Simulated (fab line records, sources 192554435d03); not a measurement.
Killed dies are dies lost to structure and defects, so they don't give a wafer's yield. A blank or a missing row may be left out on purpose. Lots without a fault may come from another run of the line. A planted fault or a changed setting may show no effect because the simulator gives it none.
fab line records | flow n5_finfet
record lots=4 wafers=12 last_day=17
route steps=1938 shown DUMMY_REMOVAL@377 HKMG_FIN@385 BEOL_M4@1111 PASSIVATION@1936
lots that met no fault: from a run of the same line without faults
start_h: hours from the record's first day to the start of the lot's first wafer shown | wait_h: hours since the lot's step before | " the same as in the row above | L1.1+2: a row that stands for several wafers | - no value, or no start given | * or withheld: withheld | < > ~ a bound
route shown NAME@n: a module of which the file shows steps, and the number in the route of the first | usual: mean/standard deviation of fault-free wafers | same: alike in all rows | chamber/n: place in a boat | sites: the reading at each site | _std_site: their standard deviation | _edge_site: outer sites' mean less inner sites' | radius_mm: how far each site lies from the wafer's centre | mask NAME#n: copy n | behind: the tool/chamber that last shaped the wafer | hold: why the lot was held/for how many hours/how that ended | device: the transistor (n, p or np) that didn't switch | end of line: the same wafers' tests at the end of the route | a step without rows: its recipe alone | killed: dies lost to structure and defects at the first sort, not the wafer's yield | map: a wafer's dies, x killed, . not, _ none there
set.NAME: the setting as run; set.NAME@STEP: as run at that earlier step | model.NAME: the simulator's own value behind a step, which no gauge read
lots at some steps of the route; a table a step, a row a wafer
## steps
# step N5_DUMMY_REMOVAL_HM_STRIP_01
# recipe chemistry=CH3F/O2 material=SiNx target_depth_a=40 stop_on=poly-Si time_s=6.8 over_etch_frac=0.3 ion_energy_ev=60 power_w=410 bias_w=29 Ar_flow_sccm=150 CH3F_flow_sccm=30 O2_flow_sccm=20
# step N5_DUMMY_REMOVAL_STRIP_10
# recipe chemistry=N2/H2 time_s=40 power_w=100 temp_c=40 pressure_mtorr=100 rf_frequency_hz=6e+07 bias_power_w=3 n2_flow_sccm=300 h2_flow_sccm=300
# step N5_DUMMY_REMOVAL_PRECLEAN_07
# recipe chemistry=dHF time_s=30 temp_c=25 dilution=withheld
# step N5_DUMMY_REMOVAL_DUMMY_REMOVE_02
# recipe chemistry=TMAH temp_c=70 target=poly-Si stop_on=SiO2 target_depth_nm=142 conc_wt_pct=5 time_s=57 dry=ipa_marangoni rinse_time_s=30 rinse_temp_c=23
# step N5_DUMMY_REMOVAL_PRECLEAN_08
# recipe chemistry=NF3:NH3 afs_cycles=2 temp_c=30 time_s=20 sublimation_temp_c=180 sublimation_time_s=60 pressure_torr=3 rf_power_w=30
# step N5_DUMMY_REMOVAL_PRECLEAN_04
# recipe chemistry=DHF time_s=37 temp_c=25 dilution=500:1
# step N5_DUMMY_REMOVAL_SRD_05
# recipe dry=ipa_marangoni do_ppb=5 time_s=30 temp_c=23 rinse_liquid=diw
# step N5_HKMG_FIN_IL_REGROW_00
# recipe material=SiO2 target_thk_a=7.5 chemistry=O3 temp_c=withheld time_s=30
# step N5_HKMG_FIN_HK_ALD_01
# recipe material=HfO2 target_thk_a=16 temp_c=withheld ald_precursor_family=HfCl4 ald_co_reactant=H2O pulse_time_s=3 purge_time_s=3 co_reactant_purge_time_s=2.5 co_reactant_pulse_time_s=0.3 ald_cycles=30
# step N5_HKMG_FIN_HK_ANNEAL_02
# recipe temp_c=700 time_s=30 ambient=N2 idle_temp_c=600 ramp_up_c_per_s=150 ramp_down_c_per_s=60 cool_to_c=600
# usual lamp_power_pct=8.79/0.056 lamp_zone_1_pct=8.798/0.01 lamp_zone_2_pct=8.798/0.012 lamp_zone_3_pct=8.799/0.0099 lamp_zone_4_pct=8.795/0.011 lamp_zone_5_pct=8.797/0.011 lamp_zone_6_pct=8.725/0.011 lamp_zone_7_pct=9.194/0.012 wafer_temp_C_max=702.9/0.63
# columns lot.wafer tool chamber start_h wait_h lamp_power_pct lamp_zone_1_pct lamp_zone_2_pct lamp_zone_3_pct lamp_zone_4_pct lamp_zone_5_pct lamp_zone_6_pct lamp_zone_7_pct wafer_temp_C_max
L785.1 rtp_anneal-02 0 147.64 0.1 10.36 10.376 10.365 10.350 10.384 10.380 10.304 10.851 702.2
L785.4 " 0 " " 10.40 10.364 10.396 10.378 10.358 10.363 10.277 10.856 702.4
L785.5 " 0 " " 10.28 10.364 10.362 10.368 10.359 10.389 10.295 10.857 702.9
L786.1 rtp_anneal-02 0 152.68 0.1 10.30 10.376 10.357 10.373 10.360 10.375 10.295 10.809 702.4
L786.3 " 0 " " 10.27 10.379 10.365 10.381 10.367 10.380 10.267 10.840 702.4
L786.6 " 0 " " 10.39 10.379 10.374 10.372 10.358 10.351 10.279 10.848 703.1
L793.1 rtp_anneal-01 0 193.71 0.2 8.75 8.790 8.801 8.810 8.789 8.798 8.738 9.186 703.5
L793.3 " 0 " " 8.69 8.787 8.790 8.805 8.809 8.801 8.738 9.188 703.1
L793.6 " 0 " " 8.80 8.795 8.794 8.828 8.795 8.798 8.734 9.195 703.8
L796.1 rtp_anneal-02 0 211.43 0.1 8.87 8.785 8.800 8.792 8.792 8.785 8.740 9.202 705.1
L796.2 " 0 " " 8.83 8.782 8.800 8.812 8.823 8.797 8.723 9.188 702.7
L796.3 " 0 " " 8.84 8.776 8.818 8.788 8.799 8.813 8.740 9.198 701.9
# step N5_HKMG_FIN_ALD_74
# recipe material=La2O3 target_thk_a=5 temp_c=250 ald_precursor_family=La-Cp ald_co_reactant=O3 pulse_time_s=6 co_reactant_pulse_time_s=1 purge_time_s=3 co_reactant_purge_time_s=3
# step N5_HKMG_FIN_ALD_75
# recipe material=Al2O3 target_thk_a=10 temp_c=150 ald_precursor_family=TMA ald_co_reactant=H2O pulse_time_s=withheld co_reactant_pulse_time_s=1
# step N5_HKMG_FIN_COAT_41
# recipe resist=SOC temp_c=250 time_s=60 spin_rpm=1500 resist_thk_nm=300
# step N5_HKMG_FIN_COAT_42
# recipe resist=SiARC temp_c=220 time_s=60 spin_rpm=1500 resist_thk_nm=35
# step N5_HKMG_FIN_COAT_43
# recipe resist=CAR-ArF spin_rpm=1500 resist_thk_nm=90
# step N5_HKMG_FIN_EBR_45
# recipe solvent=PGMEA ebr_width_mm=1.5
# step N5_HKMG_FIN_SOFTBAKE_44
# recipe temp_c=110 time_s=60 resist=CAR-ArF
# step N5_HKMG_FIN_EXPOSE_46
# recipe mask_id=NDIPOLE na=1.35 source_shape=conventional sigma_outer=0.8 polarization=unpolarized dose_mj=40
# step N5_HKMG_FIN_PEB_47
# recipe peb_temp_c=withheld peb_time_s=60 resist=CAR-ArF
# step N5_HKMG_FIN_DEVELOP_48
# recipe develop_time_s=30 developer=TMAH resist=CAR-ArF rinse_liquid=diw dry=air_spin dev_temp_c=23
# step N5_HKMG_FIN_DESCUM_53
# recipe chemistry=O2 time_s=7.9 source_power_w=50 bias_power_w=20 pressure_mtorr=20 rf_frequency_hz=2.712e+07 temp_c=40 resist=CAR-ArF o2_flow_sccm=225
# step N5_HKMG_FIN_ETCH_54
# recipe chemistry=CF4 target=SiARC target_depth_a=455 mask_material=CAR-ArF time_s=75.8 ion_energy_ev=80 pressure_mtorr=40 source_w=545 bias_w=36 Ar_flow_sccm=100 cf4_flow_sccm=100 ends=cleared
# step N5_HKMG_FIN_ETCH_55
# recipe chemistry=N2/H2 target=SOC target_depth_a=2400 temp_c=40 time_s=300 ion_energy_ev=200 mask_material=SiARC pressure_mtorr=30 source_w=840 bias_w=150 n2_flow_sccm=200 h2_flow_sccm=200
# step N5_HKMG_FIN_STRIP_56
# recipe chemistry=N2/H2 temp_c=40 n2_flow_sccm=200 h2_flow_sccm=200 rf_frequency_hz=6e+07
# step N5_HKMG_FIN_STRIP_57
# recipe chemistry=CF4 resist=SiARC power_w=300 bias_power_w=75 pressure_mtorr=50 cf4_flow_sccm=150 rf_frequency_hz=6e+07
# step N5_HKMG_FIN_ETCH_58
# recipe chemistry=N2/H2 target=SOC target_depth_a=2158 ion_energy_ev=50 bias_w=13 time_s=741 pressure_mtorr=30 source_w=875 n2_flow_sccm=200 h2_flow_sccm=200
# step N5_HKMG_FIN_STRIP_93
# recipe chemistry=N2/H2 material=SOC time_s=20 power_w=500 temp_c=40 pressure_mtorr=50 rf_frequency_hz=6e+07 bias_power_w=8 h2_frac=0.5 n2_flow_sccm=300 h2_flow_sccm=300
# step N5_HKMG_FIN_WET_ETCH_76
# recipe chemistry=dNH4OH mix=1:50 temp_c=25 target=Al2O3 stop_on=La2O3 target_depth_nm=2.25 dry=ipa_marangoni rinse_time_s=30 rinse_temp_c=23
# step N5_HKMG_FIN_STRIP_60
# recipe chemistry=N2/H2 power_w=2500 temp_c=300 h2_frac=0.65 time_s=360 pressure_mtorr=withheld n2_flow_sccm=1750 h2_flow_sccm=3250
# step N5_HKMG_FIN_WET_ETCH_77
# recipe chemistry=dHCl mix=1:10000 temp_c=25 target=La2O3 stop_on=HfO2 target_depth_nm=2
# step N5_HKMG_FIN_WET_ETCH_78
# recipe chemistry=dNH4OH mix=1:50 temp_c=25 target=Al2O3 stop_on=La2O3 target_depth_nm=4.5 dry=ipa_marangoni rinse_time_s=30 rinse_temp_c=23
# step N5_HKMG_FIN_ALD_79
# recipe material=TiN target_thk_a=15 temp_c=400 ald_precursor_family=TiCl4 ald_co_reactant=NH3 pulse_time_s=1 purge_time_s=3 co_reactant_purge_time_s=2 co_reactant_pulse_time_s=2 ald_cycles=68 pressure_torr=3
# step N5_HKMG_FIN_CVD_62
# recipe material=a-Si target_thk_a=30 temp_c=500 precursor=Si2H6 pressure_torr=1 time_s=20.8
# step N5_HKMG_FIN_RTA_80
# recipe temp_c=withheld time_s=2 ambient=N2 idle_temp_c=600 ramp_up_c_per_s=150 ramp_down_c_per_s=60 cool_to_c=600
# step N5_HKMG_FIN_PRECLEAN_64
# recipe chemistry=dHF time_s=30 temp_c=25 dilution=withheld
# step N5_HKMG_FIN_WET_ETCH_65
# recipe chemistry=TMAH temp_c=70 conc_wt_pct=5 target=a-Si stop_on=TiN time_s=49 target_depth_nm=3
# step N5_BEOL_M4_RC_MEAS_101
# usual DIBL_N=36.1/1.3 DIBL_P=36.3/1.4 EOT_P=10.48/0.083 IOFF_N=0.162/0.024 IOFF_P=0.22/0.033 ION_N=674/9.9 ION_P=464/7.6 RC_DENSE_N=18.9/0.31 RC_N=15.40/0.24 RS_SD_N=28.43/0.29 SS_N=71.6/0.53 SS_P=73.4/0.55 VT_N=249.4/2.9 VT_P=-249/3.3
# columns lot.wafer tool chamber start_h wait_h DIBL_N[mV/V] DIBL_P[mV/V] EOT_P IOFF_N[nA/um] IOFF_P[nA/um] ION_N[uA/um] ION_P[uA/um] RC_DENSE_N[ohm.um] RC_N[ohm.um] RS_SD_N[ohm/sq] SS_N[mV/dec] SS_P[mV/dec] VT_N[mV] VT_P[mV]
L785.1 prober-02 0 240.54 0.0 36.7 36.6 10.71 0.165 0.23 670 465 20.5 16.61 30.14 71.9 73.2 249.6 -245
L785.4 " 0 " " 37.1 37.4 10.73 0.172 0.24 683 471 20.6 16.62 30.18 71.5 72.6 247.7 -247
L785.5 " 0 " " 37.3 37.2 10.71 0.172 0.25 672 462 20.7 16.93 29.87 71.5 72.9 248.5 -248
L786.1 prober-01 0 244.39 0.0 38.8 39.1 10.69 0.226 0.33 694 477 19.9 16.24 29.74 71.6 73.9 245.7 -240
L786.3 " 0 " " 39.0 39.1 10.74 0.244 0.32 681 470 19.6 15.99 29.43 72.7 73.8 242.8 -242
L786.6 " 0 " " 37.8 39.9 10.69 0.228 0.34 688 483 19.7 16.02 29.67 72.0 74.0 242.1 -239
L793.1 prober-02 0 284.43 0.0 37.2 36.5 10.61 0.175 0.22 676 465 18.4 15.18 28.60 72.1 74.0 247.9 -249
L793.3 " 0 " " 37.0 37.1 10.54 0.177 0.24 686 473 18.8 15.64 28.46 71.3 73.1 247.5 -246
L793.6 " 0 " " 37.1 37.2 10.46 0.180 0.24 680 463 19.1 15.44 28.14 71.5 73.3 245.3 -245
L796.1 prober-01 0 296.55 0.0 33.6 33.1 10.38 0.115 0.16 665 459 18.8 15.38 28.21 70.3 73.1 253.6 -253
L796.2 " 0 " " 35.7 35.7 10.37 0.151 0.20 678 466 18.9 15.35 28.28 71.5 73.4 251.3 -249
L796.3 " 0 " " 34.9 35.3 10.39 0.137 0.19 663 459 19.0 15.50 28.44 70.6 73.3 252.7 -253
# step N5_PASSIVATION_PROBE_49
# usual defect_limited_yield=91.1/1.5 killed_at_M0_to_M3=36/11 killed_at_M4_up=13/5 killed_at_contacts=13/5 killed_at_front_end=40/12 killed_at_other=3.3/2.3 killed_dies=106/17 killed_open=70/13 killed_short=34/7.6 sort_bin_4_leakage=0/0 sort_bin_5_function=5.3/0.96 sort_bin_6_memory=3.3/0.66 sort_n_pass=1074/17 sort_yield_pct=91.1/1.5
# same gross_dies=1180 killed_at_back_side=0 sort_bin_8_speed[%]=0
# columns lot.wafer tool chamber start_h wait_h defect_limited_yield[%] killed_at_M0_to_M3 killed_at_M4_up killed_at_contacts killed_at_front_end killed_at_other killed_dies killed_open killed_short sort_bin_4_leakage[%] sort_bin_5_function[%] sort_bin_6_memory[%] sort_n_pass sort_yield_pct[%]
L785.1 prober-01 - 346.38 0.0 92.6 37 19 10 19 2 87 50 35 0 4.5 2.8 1093 92.6
L785.4 prober-01 - 346.53 0.2 92.1 36 7 11 38 1 93 60 32 0 4.5 3.1 1087 92.1
L785.5 prober-01 - 346.58 0.2 92.7 30 10 14 31 1 86 53 33 0 4.2 2.9 1094 92.7
L786.1 prober-02 - 346.69 0.0 89.5 28 19 12 59 6 124 75 42 0 6.2 3.4 1056 89.5
L786.3 prober-02 - 346.79 0.1 91.2 28 9 8 54 5 104 78 26 0 4.7 3.8 1076 91.2
L786.6 prober-02 - 346.94 0.3 90.5 25 14 11 60 2 112 79 33 0.08 5.7 3.6 1067 90.4
L793.1 prober-01 - 397.46 0.0 92.7 36 7 11 31 1 86 55 29 0 4.1 3.1 1094 92.7
L793.3 prober-01 - 397.56 0.1 89.8 37 9 11 63 0 120 87 32 0 6.6 3.6 1060 89.8
L793.6 prober-01 - 397.71 0.3 88.0 45 9 20 62 6 142 99 43 0 7.2 4.5 1038 88.0
L796.1 prober-01 - 408.73 0.0 91.6 38 11 7 37 6 99 63 35 0 4.9 3.4 1081 91.6
L796.2 prober-01 - 408.78 0.1 91.4 34 17 15 36 0 102 73 28 0 4.5 4.1 1078 91.4
L796.3 prober-01 - 408.83 0.1 90.3 34 6 18 51 6 115 65 50 0 5.6 3.9 1065 90.3
# killed by level:class
L785.1 BEOL_M0_SAQP:geometric_particle:open=15 BEOL_M0_SAQP:geometric_particle:short=13 BEOL_M4:geometric_particle:short=7 BEOL_M2:geometric_particle:open=6 DUMMY_GATE:geometric_particle:open=5 BEOL_M4:geometric_particle:open=5 MOL_CONTACT_COAG:geometric_particle:open=5 MOL_CONTACT_COAG:geometric_particle:short=5
L785.4 STI_FIN_REVEAL:geometric_particle:open=9 BEOL_M0_SAQP:geometric_particle:short=9 MOL_CONTACT_COAG:geometric_particle:open=8 BEOL_M0_SAQP:geometric_particle:open=8 BEOL_M3:geometric_particle:open=8 DUMMY_GATE:geometric_particle:open=7 FIN_SAQP:geometric_particle:short=6 BEOL_M3:geometric_particle:short=5
L785.5 MOL_CONTACT_COAG:geometric_particle:open=8 FIN_SAQP:geometric_particle:open=7 STI_FIN_REVEAL:geometric_particle:open=7 BEOL_M0_SAQP:geometric_particle:short=7 MOL_CONTACT_COAG:geometric_particle:short=6 BEOL_M2:geometric_particle:open=6 FIN_SAQP:geometric_particle:short=5 BEOL_M1:geometric_particle:short=4
L786.1 FIN_SAQP:geometric_particle:open=18 GATE_CUT:geometric_particle:short=10 FIN_SAQP:geometric_particle:short=8 STI_FIN_REVEAL:geometric_particle:open=7 MOL_CONTACT_COAG:geometric_particle:open=7 BEOL_M0_SAQP:geometric_particle:short=7 BEOL_M0_SAQP:geometric_particle:open=7 BEOL_M4:geometric_particle:open=7
L786.3 FIN_SAQP:geometric_particle:open=22 STI_FIN_REVEAL:geometric_particle:open=9 BEOL_M2:geometric_particle:open=7 MOL_CONTACT_COAG:geometric_particle:open=6 BEOL_M0_SAQP:geometric_particle:open=5 BEOL_M0_SAQP:geometric_particle:short=5 BEOL_M4:geometric_particle:open=5 STARTING-WAFER:geometric_particle:short=5
L786.6 FIN_SAQP:geometric_particle:open=28 BEOL_M2:geometric_particle:open=10 BEOL_M0_SAQP:geometric_particle:short=9 MOL_CONTACT_COAG:geometric_particle:open=8 FIN_SAQP:geometric_particle:short=7 STI_FIN_REVEAL:geometric_particle:open=5 DUMMY_GATE:geometric_particle:open=4 BEOL_M5:geometric_particle:open=4
L793.1 BEOL_M2:geometric_particle:open=16 MOL_CONTACT_COAG:geometric_particle:open=9 BEOL_M0_SAQP:geometric_particle:short=9 DUMMY_GATE:geometric_particle:open=6 FIN_SAQP:geometric_particle:open=5 STARTING-WAFER:geometric_particle:open=5 BEOL_M0_SAQP:geometric_particle:open=4 BEOL_M2:geometric_particle:short=4
L793.3 STI_FIN_REVEAL:geometric_particle:open=24 MOL_CONTACT_COAG:geometric_particle:open=11 DUMMY_GATE:geometric_particle:open=10 BEOL_M0_SAQP:geometric_particle:short=10 BEOL_M0_SAQP:geometric_particle:open=8 FIN_SAQP:geometric_particle:short=7 BEOL_M2:geometric_particle:open=7 GATE_CUT:geometric_particle:open=5
L793.6 BEOL_M0_SAQP:geometric_particle:open=20 STI_FIN_REVEAL:geometric_particle:open=19 MOL_CONTACT_COAG:geometric_particle:open=17 FIN_SAQP:geometric_particle:short=13 BEOL_M2:geometric_particle:open=9 DUMMY_GATE:geometric_particle:open=7 BEOL_M0_SAQP:geometric_particle:short=7 STI_FIN_REVEAL:geometric_particle:short=6
L796.1 FIN_SAQP:geometric_particle:open=11 BEOL_M1:geometric_particle:open=11 FIN_SAQP:geometric_particle:short=9 BEOL_M0_SAQP:geometric_particle:short=8 MOL_CONTACT_COAG:geometric_particle:open=6 STARTING-WAFER:geometric_particle:open=6 BEOL_M3:geometric_particle:short=5 BEOL_M2:geometric_particle:open=4
L796.2 FIN_SAQP:geometric_particle:short=13 MOL_CONTACT_COAG:geometric_particle:open=13 BEOL_M5:geometric_particle:open=9 DUMMY_GATE:geometric_particle:open=7 BEOL_M0_SAQP:geometric_particle:open=7 BEOL_M2:geometric_particle:open=7 FIN_SAQP:geometric_particle:open=6 BEOL_M1:geometric_particle:open=6
L796.3 FIN_SAQP:geometric_particle:short=21 MOL_CONTACT_COAG:geometric_particle:open=14 FIN_SAQP:geometric_particle:open=10 BEOL_M1:geometric_particle:open=7 BEOL_M0_SAQP:geometric_particle:short=7 BEOL_M0_SAQP:geometric_particle:open=5 BEOL_M3:geometric_particle:open=5 STI_FIN_REVEAL:geometric_particle:open=4
## key
first_sign step=N5_HKMG_FIN_HK_ANNEAL_02 reading=lamp_zone_3_pct direction=up sigmas=99+ usual=* struck=*
effect step=N5_HKMG_FIN_HK_ANNEAL_02 reading=lamp_zone_1_pct direction=up sigmas=99+ usual=* struck=*
effect step=N5_BEOL_M4_RC_MEAS_101 reading=RS_SD_N direction=up sigmas=4.8 usual=28.43 struck=29.84
effect step=N5_BEOL_M4_RC_MEAS_101 reading=RC_N direction=up sigmas=4.2 usual=15.40 struck=16.40
effect step=N5_BEOL_M4_RC_MEAS_101 reading=RC_DENSE_N direction=up sigmas=4.2 usual=18.9 struck=20.2
effect step=N5_BEOL_M4_RC_MEAS_101 reading=EOT_P direction=up sigmas=2.8 usual=10.48 struck=10.71
effect step=N5_BEOL_M4_RC_MEAS_101 reading=IOFF_P direction=up sigmas=1.9 usual=0.22 struck=0.29
effect step=N5_BEOL_M4_RC_MEAS_101 reading=IOFF_N direction=up sigmas=1.6 usual=0.162 struck=0.201
effect step=N5_BEOL_M4_RC_MEAS_101 reading=VT_P direction=up sigmas=1.6 usual=-249 struck=-244
met_at N5_HKMG_FIN_HK_ANNEAL_02
struck_wafers L785.1,L785.4,L785.5,L786.1,L786.3,L786.6
fault kind=process_parameter_drift tool=rtp_anneal-02 chamber=- onset_h=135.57 steps=N5_HKMG_FIN_HK_ANNEAL_02 channel=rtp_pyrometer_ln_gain offset=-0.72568 shape=step end_h=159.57
